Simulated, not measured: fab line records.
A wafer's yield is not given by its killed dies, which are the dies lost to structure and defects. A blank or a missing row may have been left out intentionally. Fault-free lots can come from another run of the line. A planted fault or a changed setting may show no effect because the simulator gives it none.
Which tool is to blame? ; flow n5Finfet ; 25 wafers from 9 lots sampled at 5 of the route's 1938 steps

## WHAT THE GAUGES SHOWED, per wafer
N5_BEOL_M4_RC_MEAS_101. Usual: DIBL_N 36.0 mV/V, standard deviation 1.9; DIBL_P 35.6 mV/V, standard deviation 2.2; IOFF_N 0.15 nA/um, standard deviation 0.031; IOFF_P 0.19 nA/um, standard deviation 0.032; ION_N 668 uA/um, standard deviation 11; ION_P 455 uA/um, standard deviation 7.2; SS_N 71.5 mV/dec, standard deviation 0.65; SS_P 73.4 mV/dec, standard deviation 0.64; VT_N 251 mV, standard deviation 3.6; VT_P -253 mV, standard deviation 3.3.
lot;measured;on;DIBL_N (mV/V);DIBL_P (mV/V);IOFF_N (nA/um);IOFF_P (nA/um);ION_N (uA/um);ION_P (uA/um);SS_N (mV/dec);SS_P (mV/dec);VT_N (mV);VT_P (mV);flag
L183;day 8 22:11;prober-01;36.4 35.7 37.5;35.6 34.2 36.3;0.15 0.14 0.17;0.21 0.19 0.22;671 664 675;461 460 457;70.7 70.1 71.0;73.6 73.3 73.7;249 251 250;-249 -251 -250;
L189;day 11 01:13;prober-01;37.8 38.2 36.1;38.5 39.4 37.7;0.18 0.19 0.16;0.21 0.23 0.21;682 678 677;457 459 466;72.4 72.5 71.5;73.8 73.5 73.6;249 249 248;-252 -253 -252;
L191;day 11 08:01;prober-02;34.0 34.2 32.9;33.2 32.6 32.8;0.12 0.12 0.11;0.19 0.17 0.17;650 660 665;452 453 458;71.2 71.1 71.4;72.7 72.7 72.7;255 257 254;-251 -255 -254;
L194;day 13 04:21;prober-02;33.7 33.0 34.4;31.6 31.3 33.1;0.12 0.12 0.13;0.15 0.15 0.17;657 653 658;449 451 456;70.3 70.8 70.9;73.2 72.9 73.0;254 254 253;-255 -258 -253;
L195;day 13 07:22;prober-01;38.7 37.5 37.1;37.3 35.6 35.4;0.17 0.15 0.15;0.22 0.19 0.18;674 672 659;461 454 446;71.9 72.2 71.0;74.7 73.6 73.3;250 251 256;-250 -251 -255;
L197;day 13 09:55;prober-02;38.4 37.1 35.3;38.4 36.7 34.2;0.19 0.15 0.12;0.22 0.20 0.16;677 670 670;462 460 461;70.7 71.2 70.6;74.3 72.8 72.8;246 252 252;-246 -250 -255;
L201;day 14 01:58;prober-02;39.8 36.9;39.7 37.0;0.22 0.15;0.24 0.20;700 659;467 453;71.8 72.2;74.1 74.3;248 251;-250 -255;
L205;day 14 21:43;prober-02;33.1 32.7;33.5 35.5;0.11 0.12;0.13 0.14;662 651;444 439;70.6 71.5;72.9 74.0;259 255;-262 -263;
L206;day 16 01:31;prober-01;34.9 34.3 35.1;33.6 33.6 35.2;0.13 0.12 0.13;0.17 0.18 0.20;671 653 668;460 451 459;71.2 70.9 71.0;73.1 73.2 74.3;250 254 251;-252 -253 -250;

## WHAT TOOL EACH LOT RAN ON (gives the tool, then ch and the chambers of the sampled wafers, and finally the start)
lot;N5_DUMMY_GATE_ETCH_29;N5_DUMMY_GATE_ETCH_37;N5_DUMMY_GATE_ETCH_44;N5_SPACER0_ALD_00
L183;rieDiel-03 ch 0,1,3, day 2 22:52;rieDiel-03 ch 0,1,3, day 2 22:57;rieSi-04 ch 0,2, day 2 23:35;aldSin-04 ch 0,1,2, day 3 00:29
L189;rieDiel-05 ch 1,2,3, day 4 09:56;rieDiel-05 ch 1,2,3, day 4 10:01;rieSi-06 ch 0,1,2, day 4 10:43;aldSin-04 ch 1,2,3, day 4 11:22
L191;rieDiel-05 ch 0,1, day 4 23:52;rieDiel-05 ch 0,1, day 4 23:57;rieSi-04 ch 0,1,3, day 5 00:34;aldSin-01 ch 0,1,2, day 5 01:43
L194;rieDiel-02 ch 0,3, day 5 20:37;rieDiel-02 ch 0,3, day 5 20:42;rieSi-04 ch 0,1,2, day 5 21:19;aldSin-04 ch 1,2, day 5 21:58
L195;rieDiel-05 ch 0,1,2, day 6 04:31;rieDiel-05 ch 0,1,2, day 6 04:36;rieSi-03 ch 0,2,3, day 6 05:16;aldSin-02 ch 0,2, day 6 05:56
L197;rieDiel-03 ch 1,2, day 6 13:45;rieDiel-03 ch 1,2, day 6 13:50;rieSi-03 ch 0,3, day 6 14:43;aldSin-02 ch 0,1, day 6 15:19
L201;rieDiel-03 ch 0,3, day 7 11:01;rieDiel-03 ch 0,3, day 7 11:05;rieSi-04 ch 0,3, day 7 11:43;aldSin-02 ch 0,2, day 7 12:26
L205;rieDiel-02 ch 2,3, day 8 09:55;rieDiel-02 ch 2,3, day 8 09:59;rieSi-04 ch 0,1, day 8 10:37;aldSin-02 ch 0,1, day 8 12:05
L206;rieDiel-02 ch 0,2,3, day 8 20:45;rieDiel-02 ch 0,2,3, day 8 20:50;rieSi-03 ch 0,2,3, day 8 21:27;aldSin-02 ch 0,1,3, day 8 22:02
- N5_DUMMY_GATE_ETCH_29: etches underlayer in N2/H2, target depth 13 nm.
- N5_DUMMY_GATE_ETCH_37: etches SOC in N2/H2, target depth 60 nm, overetch 30 nm.
- N5_DUMMY_GATE_ETCH_44: etches poly-Si in HBr/O2, stops on SiO2, target depth 127.5 nm.
- N5_SPACER0_ALD_00: deposits SiOCN, target thk 3.5 nm, pulse time 3 s, purge time 2 s.

## AS READ BY THE TOOLS THEMSELVES (means over the sampled wafers that have a number; for cases with no such wafer, the mark the record gives instead)
N5_DUMMY_GATE_ETCH_29. Usual: chamberPressureMTorr 30.000 mTorr, standard deviation 0.025; drypumpMotorCurrentA 5.5 A, standard deviation 0.44; oesProductAu 0.75 a.u., standard deviation 0.076; rfVppV 524.6 V, standard deviation 2.6; showerheadPlenumPTorr 2.56 Torr, standard deviation 0.094; throttleValvePct 17.74 %, standard deviation 0.15.
lot;tool;chamberPressureMTorr (mTorr);drypumpMotorCurrentA (A);oesProductAu (a.u.);rfVppV (V);showerheadPlenumPTorr (Torr);throttleValvePct (%);flag
L183;rieDiel-03;29.989;5.6;0.79;524.8;2.58;17.69;
L189;rieDiel-05;29.989;5.3;0.78;524.3;2.57;17.64;
L191;rieDiel-05;30.014;5.5;0.86;526.4;2.64;17.63;
L194;rieDiel-02;30.006;5.3;0.72;524.4;2.55;17.66;
L195;rieDiel-05;29.982;5.5;0.77;523.9;2.53;17.79;
L197;rieDiel-03;30.003;5.9;0.68;525.2;2.58;17.79;
L201;rieDiel-03;29.999;5.2;0.79;524.9;2.60;17.73;
L205;rieDiel-02;29.980;5.8;0.73;523.9;2.52;17.73;
L206;rieDiel-02;30.011;5.5;0.71;523.8;2.55;17.72;

N5_DUMMY_GATE_ETCH_37. Usual: chamberPressureMTorr 29.997 mTorr (standard deviation 0.026); drypumpMotorCurrentA 5.5 A (standard deviation 0.44); oesProductAu 0.59 a.u. (standard deviation 0.054); rfVppV 524.5 V (standard deviation 2.6); showerheadPlenumPTorr 2.56 Torr (standard deviation 0.094); tempC 40.01 C (standard deviation 0.1); throttleValvePct 17.67 % (standard deviation 0.15).
lot;tool;chamberPressureMTorr (mTorr);drypumpMotorCurrentA (A);oesProductAu (a.u.);rfVppV (V);showerheadPlenumPTorr (Torr);tempC (C);throttleValvePct (%);flag
L183;rieDiel-03;30.002;5.6;0.62;525.3;2.58;40.07;17.61;
L189;rieDiel-05;30.001;5.3;0.61;525.3;2.57;40.06;17.57;
L191;rieDiel-05;29.979;5.5;0.67;525.7;2.64;40.02;17.56;
L194;rieDiel-02;30.019;5.3;0.57;525.0;2.55;39.88;17.59;
L195;rieDiel-05;29.985;5.5;0.60;523.9;2.53;40.07;17.70;
L197;rieDiel-03;29.991;5.9;0.55;524.5;2.58;39.83;17.72;
L201;rieDiel-03;29.994;5.2;0.62;525.1;2.60;40.12;17.66;
L205;rieDiel-02;29.987;5.8;0.58;523.6;2.52;40.07;17.68;
L206;rieDiel-02;29.988;5.5;0.57;523.9;2.55;40.03;17.67;

N5_DUMMY_GATE_ETCH_44. Usual: O2_flow_sccm 10.000 sccm, standard deviation 0.029; chamberPressureMTorr 20.000 mTorr, standard deviation 0.021; drypumpMotorCurrentA 6.0 A, standard deviation 0.38; oesProductAu 0.730 a.u., standard deviation 0.015; throttleValvePct 18.56 %, standard deviation 0.28.
lot;tool;O2_flow_sccm (sccm);chamberPressureMTorr (mTorr);drypumpMotorCurrentA (A);oesProductAu (a.u.);throttleValvePct (%);flag
L183;rieSi-04;10.006;20.000;6.2;0.734;18.64;
L189;rieSi-06;9.954;19.989;5.7;0.723;18.24;
L191;rieSi-04;10.003;20.003;6.0;0.727;18.72;
L194;rieSi-04;9.974;20.015;6.1;0.732;18.71;
L195;rieSi-03;9.961;19.952;5.9;0.729;18.74;
L197;rieSi-03;9.997;20.018;5.7;0.733;18.94;
L201;rieSi-04;9.998;20.023;5.8;0.722;18.74;
L205;rieSi-04;9.977;19.986;6.0;0.734;18.84;
L206;rieSi-03;9.988;20.001;5.9;0.727;18.74;

N5_SPACER0_ALD_00. Usual: heaterPowerW 822 W, standard deviation 56; precursorPulseHeightRel 0.999, standard deviation 0.018.
lot;tool;heaterPowerW (W);precursorPulseHeightRel;flag
L183;aldSin-04;845;0.995;
L189;aldSin-04;812;0.985;
L191;aldSin-01;840;0.975;
L194;aldSin-04;872;0.995;
L195;aldSin-02;795;1.009;
L197;aldSin-02;761;0.987;
L201;aldSin-02;774;1.026;
L205;aldSin-02;780;0.990;
L206;aldSin-02;789;1.001;

## THE ANSWER, worked out from the rows above alone
Rule: lot off if the mean of its wafers having a number is beyond 3 standard deviations from the usual mean. A lot without any number at a reading at which 4 lots or more have one is off too. The other lots that the step has rows for count as sound. Order of review: gauges by route order, followed by the tools' own readings, for which a lot's mean as printed above is used. The first step at which some lot is off is used, and at that step the reading that is off furthest; a lot without a number counts as furthest.
No lot is off on any of the readings shown, so nothing can be concluded from this.

## WHAT THE SIMULATOR HAD PUT IN
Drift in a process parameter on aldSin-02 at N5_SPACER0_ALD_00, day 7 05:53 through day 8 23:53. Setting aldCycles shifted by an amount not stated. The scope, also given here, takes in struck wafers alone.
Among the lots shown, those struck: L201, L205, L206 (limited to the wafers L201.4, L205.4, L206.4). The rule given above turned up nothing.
